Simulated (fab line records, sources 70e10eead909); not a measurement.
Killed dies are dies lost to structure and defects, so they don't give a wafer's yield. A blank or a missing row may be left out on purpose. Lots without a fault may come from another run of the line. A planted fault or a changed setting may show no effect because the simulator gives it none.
A struck lot beside a sound one | flow nand_harc | 14 steps out of a route of 1302
Sound: wafers L627.2, L627.3, L627.5. Struck: wafers L643.1, L643.3, L643.6. The cause comes at the end.
At each step with rows: each side's tool, then ch and its chambers, then its first start. Under that, the readings that differ: sound wafers | struck wafers | difference of the means | sigmas: that difference in standard deviations of wafers without a fault.
alike: readings whose means differ by less than 2 such deviations, and words and numbers that are the same on both sides. not compared: withheld readings, readings that some wafer has no value for, bounds like >300 that may hide the same value, and numbers for which the record gives no deviation and whose values overlap.
The two part at a step that has a row with sigmas, a row that says differs or no value, or rows on one side only. Numbers that don't overlap but have no deviation are shown without sigmas and don't part them. A reading that every wafer of one side lacks parts them only if that side has two wafers or more.

NHARC_P_BONDPAD_ACTIVATE_29: chemistry N2, time 60 s.
  sound on rie_diel-05 ch 1,3, day 7 09:31; struck on rie_diel-08 ch 1,2, day 13 17:33
  alike: drypump_motor_current_A, oes_product_au, rf_vpp_V, showerhead_plenum_p_Torr
  not compared: rf_hours_counter_h
then, 2 steps without rows for these wafers: NHARC_P_BONDPAD_PRECLEAN_30 (cleans in DIW, time 300 s); NHARC_P_BONDPAD_SRD_31 (time 30 s, dry time 20 s).
NHARC_A_START_INSPECT_01:
  sound on defect_inspect-02, day 7 09:55; struck on defect_inspect-02, day 13 17:57
  alike: raw_defect_count
then, 8 steps without rows for these wafers: NHARC_A_ZERO_WELL_PRECLEAN_00 (cleans in SPM, time 600 s); NHARC_A_ZERO_WELL_SRD_01; NHARC_A_ZERO_WELL_DEHYDRATE_02 (time 120 s); NHARC_A_ZERO_WELL_HMDS_03 (time 30 s); NHARC_A_ZERO_WELL_COAT_18 (time 65 s); NHARC_A_ZERO_WELL_COAT_04 (resist thk 600 nm); NHARC_A_ZERO_WELL_SOFTBAKE_05 (time 70 s); NHARC_A_ZERO_WELL_EBR_06.
NHARC_A_ZERO_WELL_EXPOSE_07: exposes mask A ZERO.
  sound on krf_scanner-02 ch 0, day 7 10:37; struck on krf_scanner-03, day 13 18:38
  no value came back on the struck wafers for exposure_dose_mJ_cm2, focus_offset_nm (nm); on the sound wafers exposure_dose_mJ_cm2 reads 33.88 33.87 33.82
  alike: mask
then, 1 step without rows for these wafers: NHARC_A_ZERO_WELL_PEB_08 (peb time 80 s).

WHERE THEY PART
Only at NHARC_A_ZERO_WELL_EXPOSE_07, within this record.

WHY: what the simulator had put in
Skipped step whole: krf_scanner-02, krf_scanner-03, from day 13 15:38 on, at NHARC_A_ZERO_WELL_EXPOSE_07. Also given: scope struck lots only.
